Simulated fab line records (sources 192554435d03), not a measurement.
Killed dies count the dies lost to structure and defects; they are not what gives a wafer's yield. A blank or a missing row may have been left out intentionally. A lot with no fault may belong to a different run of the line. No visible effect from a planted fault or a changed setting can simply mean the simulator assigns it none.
Matching of chambers    flow n5-finfet    3 sister chambers for N5_BEOL_M10_CURE_71 on uv-cure-03
The step cures SiCOH lowk, time 240 s. 18 wafers are shown with their chamber, then 9 later ones without.

== WAFERS PAIRED WITH THEIR CHAMBERS ==
wafer   chamber  wafer_temp_C_max  lamp-power-pct (%)
L075.1  1        386.5             52.34
L075.2  1        386.3             52.27
L075.5  1        386.6             52.36
L076.1  0        388.3             52.17
L076.2  0        387.3             52.24
L076.5  0        386.9             52.36
L078.1  0        388.0             52.36
L078.3  0        387.4             52.26
L078.6  0        387.4             52.35
L079.2  1        386.3             52.32
L079.3  1        386.0             52.24
L079.6  1        386.2             52.35
L081.2  1        386.0             52.34
L081.5  1        386.2             52.33
L081.6  1        385.8             52.32
L084.4  2        386.9             52.30
L084.5  2        386.4             52.23
L084.6  2        386.5             52.34

SIGNATURES (averages over the wafers above)
reading           chamber 0  chamber 1  chamber 2  scatter within a chamber
wafer_temp_C_max  387.550    386.211    386.600    0.36
lamp-power-pct    52.2900    52.3189    52.2900    0.0576
Rule: for a wafer and a chamber, the distance is found by dividing, reading by reading, the gap between the wafer's reading and the chamber's mean by the reading's scatter, squaring, summing and taking the root. If the next closest chamber is less than 2 further off than the closest, the wafer can't be placed; otherwise it belongs to the closest. How the scatter is found: for the shown wafers, subtract from each reading the mean of its chamber, square and add these, divide the total by (wafers less chambers), then take the root.

== WAFERS WITH NO CHAMBER GIVEN ==
wafer   wafer_temp_C_max  lamp-power-pct (%)
L090.1  386.4             52.24
L090.2  386.7             52.30
L090.5  386.9             52.33
L092.1  387.6             52.27
L092.2  387.4             52.23
L092.6  387.5             52.35
L093.3  386.9             52.34
L093.5  386.9             52.32
L093.6  387.4             52.34

== WHICH CHAMBER EACH WENT THROUGH ==
wafer   from the rows above           in truth
L090.1  can't be placed: 2 or 1       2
L090.2  can't be placed: 2 or 1       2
L090.5  can't be placed: 2 or 1 or 0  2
L092.1  0                             0
L092.2  can't be placed: 0 or 2       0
L092.6  can't be placed: 0 or 2       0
L093.3  can't be placed: 2 or 1 or 0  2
L093.5  can't be placed: 2 or 0 or 1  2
L093.6  can't be placed: 0 or 2       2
1 of 9 placed correctly. Can't be placed from these rows: 8 (the true chamber is among the candidates in 8). Placed wrongly: 0.
